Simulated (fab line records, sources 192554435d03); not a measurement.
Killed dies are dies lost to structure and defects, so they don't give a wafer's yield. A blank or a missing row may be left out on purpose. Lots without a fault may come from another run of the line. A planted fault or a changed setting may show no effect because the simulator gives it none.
Which tool did it? | flow n5_finfet | 9 lots, 27 wafers sampled, at 5 steps of a route of 1938

WHAT THE GAUGES READ, wafer by wafer
N5_BEOL_M9_INSPECT_58: inspects for defects (darkfield).
lot  | measured     | on                | raw_defect_count
L076 | day 11 16:02 | defect_inspect-01 | 98 125 65
L078 | day 12 13:27 | defect_inspect-02 | 45 57 48
L079 | day 12 22:46 | defect_inspect-01 | 81 85 108
L083 | day 13 14:46 | defect_inspect-01 | 61 104 74
L084 | day 14 00:54 | defect_inspect-02 | 41 60 36
L089 | day 14 14:17 | defect_inspect-02 | 103 68 83
L091 | day 15 11:20 | defect_inspect-02 | 51 64 82
L095 | day 17 03:06 | defect_inspect-01 | 74 54 75
L097 | day 17 19:35 | defect_inspect-01 | 83 82 79

WHICH TOOL RAN EACH LOT (tool, then ch and the chambers of the sampled wafers, then the start)
lot  | N5_BEOL_M9_DESCUM_16               | N5_BEOL_M9_ETCH_62                 | N5_BEOL_M9_STRIP_67                | N5_BEOL_M9_ETCH_76
L076 | rie_diel-05 ch 0,2,3, day 11 10:38 | rie_diel-05 ch 0,2,3, day 11 10:44 | rie_diel-05 ch 0,2,3, day 11 10:52 | rie_diel-06 ch 0,1, day 11 11:49
L078 | rie_diel-05 ch 0,2, day 12 07:05   | rie_diel-05 ch 0,2, day 12 07:10   | rie_diel-05 ch 0,2, day 12 07:19   | rie_diel-05 ch 0,3, day 12 09:37
L079 | rie_diel-02 ch 1,2, day 12 11:25   | rie_diel-02 ch 1,2, day 12 11:30   | rie_diel-02 ch 1,2, day 12 11:39   | rie_diel-06 ch 1,2,3, day 12 18:09
L083 | rie_diel-05 ch 1,2,3, day 13 10:52 | rie_diel-05 ch 1,2,3, day 13 10:58 | rie_diel-05 ch 1,2,3, day 13 11:06 | rie_diel-05 ch 1,2, day 13 12:06
L084 | rie_diel-05 ch 1,2,3, day 13 20:36 | rie_diel-05 ch 1,2,3, day 13 20:41 | rie_diel-05 ch 1,2,3, day 13 20:50 | rie_diel-06 ch 1,3, day 13 21:38
L089 | rie_diel-06 ch 2,3, day 14 08:08   | rie_diel-06 ch 2,3, day 14 08:14   | rie_diel-06 ch 2,3, day 14 08:22   | rie_diel-02 ch 2,3, day 14 10:14
L091 | rie_diel-02 ch 1,2,3, day 15 05:27 | rie_diel-02 ch 1,2,3, day 15 05:32 | rie_diel-02 ch 1,2,3, day 15 05:41 | rie_diel-05 ch 1,2,3, day 15 07:42
L095 | rie_diel-05 ch 0,2, day 16 19:51   | rie_diel-05 ch 0,2, day 16 19:56   | rie_diel-05 ch 0,2, day 16 20:05   | rie_diel-02 ch 0,2,3, day 16 21:46
L097 | rie_diel-02 ch 0,2, day 17 12:58   | rie_diel-02 ch 0,2, day 17 13:03   | rie_diel-02 ch 0,2, day 17 13:11   | rie_diel-05 ch 2,3, day 17 16:07
- N5_BEOL_M9_DESCUM_16: chemistry O2, time 7.9 s.
- N5_BEOL_M9_ETCH_62: etches SOC in N2/H2, target depth 110 nm, overetch 22 nm, time 165 s.
- N5_BEOL_M9_STRIP_67: strips in CF4.
- N5_BEOL_M9_ETCH_76: etches underlayer in N2/H2, target depth 6.5 nm, time 5.2 s.

THE ANSWER, worked out from the rows above alone
Rule: what is usual is taken from the lots themselves. Put in order of their means at a reading, lots are off if they are a third of the lots or fewer, leave a main group of 4 or more, and stand apart from it by a gap of 3 or more times the standard deviation of the main group's means; of several such gaps the widest counts. A main group whose means are all the same, to the digits that the tables above print for the reading, isn't used. A lot without any number at a reading at which 4 lots or more have one is off too. The other lots that the step has rows for count as sound.
No lot is off at any reading shown: from this, nothing can be told.

WHAT THE SIMULATOR HAD PUT IN
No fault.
